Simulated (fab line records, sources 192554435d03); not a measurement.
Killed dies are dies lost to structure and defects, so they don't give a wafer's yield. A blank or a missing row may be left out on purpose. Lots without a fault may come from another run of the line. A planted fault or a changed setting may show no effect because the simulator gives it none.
Which tool did it? | flow n5_finfet | 24 lots, 72 wafers sampled, at 4 steps of a route of 1938

WHAT THE GAUGES READ, wafer by wafer
N5_BEOL_M5_CD_MEAS_35: target cd 28 nm, target cd y 24 nm.
lot  | measured     | on        | cd_nm (nm)
L074 | day 8 08:32  | cd_sem-01 | 27.86 27.84 27.94
L075 | day 8 14:40  | cd_sem-02 | 27.94 28.01 27.95
L076 | day 8 21:17  | cd_sem-01 | 28.07 28.29 27.87
L079 | day 9 05:55  | cd_sem-03 | 27.94 27.77 28.33
L077 | day 9 09:12  | cd_sem-01 | 28.03 27.91 28.16
L078 | day 9 11:39  | cd_sem-03 | 28.45 28.52 28.36
L080 | day 9 18:01  | cd_sem-01 | 27.86 27.37 27.56
L081 | day 10 08:08 | cd_sem-02 | 28.13 27.92 28.27
L082 | day 10 14:14 | cd_sem-03 | 27.92 27.88 28.21
L083 | day 10 23:40 | cd_sem-03 | 28.04 28.20 28.32
L084 | day 11 08:25 | cd_sem-02 | 28.33 27.74 27.48
L086 | day 11 12:02 | cd_sem-03 | 27.60 27.89 28.11
L087 | day 11 14:32 | cd_sem-02 | 27.31 27.58 27.82
L085 | day 11 15:27 | cd_sem-03 | 28.40 28.27 27.97
L088 | day 11 17:58 | cd_sem-03 | 27.74 28.15 27.70
L090 | day 12 09:13 | cd_sem-02 | 27.42 27.86 27.59
L089 | day 12 16:52 | cd_sem-03 | 27.89 27.92 27.56
L091 | day 12 18:11 | cd_sem-03 | 27.99 27.82 27.92
L092 | day 12 22:31 | cd_sem-01 | 28.24 28.02 27.99
L094 | day 13 04:31 | cd_sem-02 | 28.05 27.99 28.27
L093 | day 13 04:32 | cd_sem-02 | 27.61 28.03 27.68
L095 | day 13 21:14 | cd_sem-01 | 28.43 28.13 27.74
L096 | day 14 00:57 | cd_sem-01 | 27.65 27.86 28.15
L097 | day 14 04:06 | cd_sem-02 | 27.77 27.62 27.93

N5_BEOL_M5_THK_MEAS_53: measures by xrf.
lot  | measured     | on            | M5_THK (nm)
L074 | day 8 15:10  | film_metro-02 | 62.8 61.2 61.2
L075 | day 8 21:30  | film_metro-02 | 60.7 61.2 62.7
L076 | day 9 04:47  | film_metro-02 | 60.4 60.5 60.3
L079 | day 9 12:22  | film_metro-01 | 61.7 63.5 63.2
L077 | day 9 16:49  | film_metro-02 | 63.3 61.7 60.7
L078 | day 9 18:40  | film_metro-02 | 63.7 62.4 64.0
L080 | day 10 05:32 | film_metro-02 | 60.9 61.8 61.2
L081 | day 10 15:08 | film_metro-01 | 62.4 61.8 61.9
L082 | day 10 22:10 | film_metro-01 | 59.1 58.7 60.6
L083 | day 11 06:31 | film_metro-01 | 60.8 61.0 61.7
L084 | day 11 17:14 | film_metro-01 | 60.5 61.4 59.2
L086 | day 11 18:41 | film_metro-02 | 59.6 57.9 63.1
L087 | day 11 21:26 | film_metro-01 | 60.5 62.4 61.3
L085 | day 11 22:20 | film_metro-02 | 61.4 63.5 61.6
L088 | day 12 00:56 | film_metro-01 | 61.1 60.9 60.9
L090 | day 12 15:56 | film_metro-02 | 61.8 61.3 63.0
L089 | day 12 23:05 | film_metro-02 | 62.3 62.0 61.7
L091 | day 13 02:54 | film_metro-02 | 63.3 61.6 63.9
L092 | day 13 04:44 | film_metro-02 | 58.9 59.5 60.1
L094 | day 13 12:47 | film_metro-01 | 61.8 59.2 60.9
L093 | day 13 12:41 | film_metro-01 | 60.5 59.2 58.7
L095 | day 14 04:07 | film_metro-02 | 62.6 60.7 60.9
L096 | day 14 07:05 | film_metro-01 | 59.8 65.1 63.2
L097 | day 14 12:16 | film_metro-01 | 61.1 62.0 61.6

WHICH TOOL RAN EACH LOT (tool, then ch and the chambers of the sampled wafers, then the start)
lot  | N5_BEOL_M5_SURFACE_TREAT_87  | N5_BEOL_M5_SPUTTER_88
L074 | pvd_sputter-03, day 8 09:40  | pvd_sputter-01, day 8 13:17
L075 | pvd_sputter-02, day 8 16:05  | pvd_sputter-01, day 8 19:37
L076 | pvd_sputter-02, day 8 22:52  | pvd_sputter-01, day 9 02:24
L079 | pvd_sputter-02, day 9 06:43  | pvd_sputter-01, day 9 10:19
L077 | pvd_sputter-02, day 9 11:25  | pvd_sputter-02, day 9 14:54
L078 | pvd_sputter-01, day 9 13:16  | pvd_sputter-01, day 9 16:47
L080 | pvd_sputter-03, day 9 19:10  | pvd_sputter-02, day 10 03:40
L081 | pvd_sputter-03, day 10 09:35 | pvd_sputter-03, day 10 13:14
L082 | pvd_sputter-01, day 10 15:20 | pvd_sputter-02, day 10 20:14
L083 | pvd_sputter-01, day 11 00:43 | pvd_sputter-01, day 11 04:11
L084 | pvd_sputter-03, day 11 11:26 | pvd_sputter-03, day 11 14:56
L086 | pvd_sputter-01, day 11 13:10 | pvd_sputter-02, day 11 16:45
L087 | pvd_sputter-01, day 11 15:53 | pvd_sputter-01, day 11 19:27
L085 | pvd_sputter-03, day 11 16:30 | pvd_sputter-03, day 11 20:28
L088 | pvd_sputter-02, day 11 18:54 | pvd_sputter-02, day 11 23:04
L090 | pvd_sputter-03, day 12 10:28 | pvd_sputter-01, day 12 14:04
L089 | pvd_sputter-03, day 12 17:39 | pvd_sputter-03, day 12 21:12
L091 | pvd_sputter-02, day 12 21:27 | pvd_sputter-02, day 13 01:01
L092 | pvd_sputter-01, day 12 23:21 | pvd_sputter-03, day 13 02:51
L094 | pvd_sputter-03, day 13 05:55 | pvd_sputter-01, day 13 10:51
L093 | pvd_sputter-03, day 13 05:52 | pvd_sputter-02, day 13 10:44
L095 | pvd_sputter-02, day 13 22:28 | pvd_sputter-01, day 14 02:01
L096 | pvd_sputter-02, day 14 01:41 | pvd_sputter-02, day 14 05:11
L097 | pvd_sputter-02, day 14 06:53 | pvd_sputter-02, day 14 10:23
- N5_BEOL_M5_SURFACE_TREAT_87
- N5_BEOL_M5_SPUTTER_88: material Cu, target thk 15 nm, time 27.62 s.

WHAT THE TOOLS THEMSELVES READ (means of the sampled wafers that have a number; where no wafer has one, the mark that the record gives instead)
N5_BEOL_M5_SPUTTER_88.
lot  | tool           | chuck_gas_flow_sccm (sccm) | susceptor_temp_C (C) | throttle_valve_pct (%)
L074 | pvd_sputter-01 | 1.18                       | -19.96               | 29.8
L075 | pvd_sputter-01 | 1.27                       | -20.11               | 29.6
L076 | pvd_sputter-01 | 1.25                       | -19.98               | 29.9
L079 | pvd_sputter-01 | 1.25                       | -20.05               | 31.3
L077 | pvd_sputter-02 | 1.25                       | -20.07               | 29.3
L078 | pvd_sputter-01 | 1.24                       | -20.00               | 30.4
L080 | pvd_sputter-02 | 1.33                       | -19.87               | 29.4
L081 | pvd_sputter-03 | 1.28                       | -20.00               | 30.3
L082 | pvd_sputter-02 | 1.24                       | -19.93               | 29.2
L083 | pvd_sputter-01 | 1.23                       | -20.10               | 29.3
L084 | pvd_sputter-03 | 1.25                       | -19.91               | 30.1
L086 | pvd_sputter-02 | 1.25                       | -19.98               | 28.8
L087 | pvd_sputter-01 | 1.27                       | -20.12               | 30.6
L085 | pvd_sputter-03 | 1.29                       | -20.02               | 30.4
L088 | pvd_sputter-02 | 1.22                       | -20.10               | 29.3
L090 | pvd_sputter-01 | 1.25                       | -20.00               | 30.7
L089 | pvd_sputter-03 | 1.27                       | -20.03               | 30.3
L091 | pvd_sputter-02 | 1.31                       | -19.99               | 28.8
L092 | pvd_sputter-03 | 1.27                       | -19.88               | 30.0
L094 | pvd_sputter-01 | 1.26                       | -20.10               | 30.0
L093 | pvd_sputter-02 | 1.31                       | -19.92               | 29.5
L095 | pvd_sputter-01 | 1.23                       | -19.89               | 30.6
L096 | pvd_sputter-02 | 1.26                       | -19.99               | 29.2
L097 | pvd_sputter-02 | 1.22                       | -20.09               | 29.2

THE ANSWER, worked out from the rows above alone
Rule: what is usual is taken from the lots themselves. Put in order of their means at a reading, lots are off if they are a third of the lots or fewer, leave a main group of 4 or more, and stand apart from it by a gap of 3 or more times the standard deviation of the main group's means; of several such gaps the widest counts. A main group whose means are all the same, to the digits that the tables above print for the reading, isn't used. A lot without any number at a reading at which 4 lots or more have one is off too. The other lots that the step has rows for count as sound. The gauges are gone through in route order, then the tools' own readings, and for those a lot's mean is taken as printed above. The first step at which some lot is off is used, and at that step the reading that is off furthest; a lot without a number counts as furthest.
No lot is off at any reading shown: from this, nothing can be told.

WHAT THE SIMULATOR HAD PUT IN
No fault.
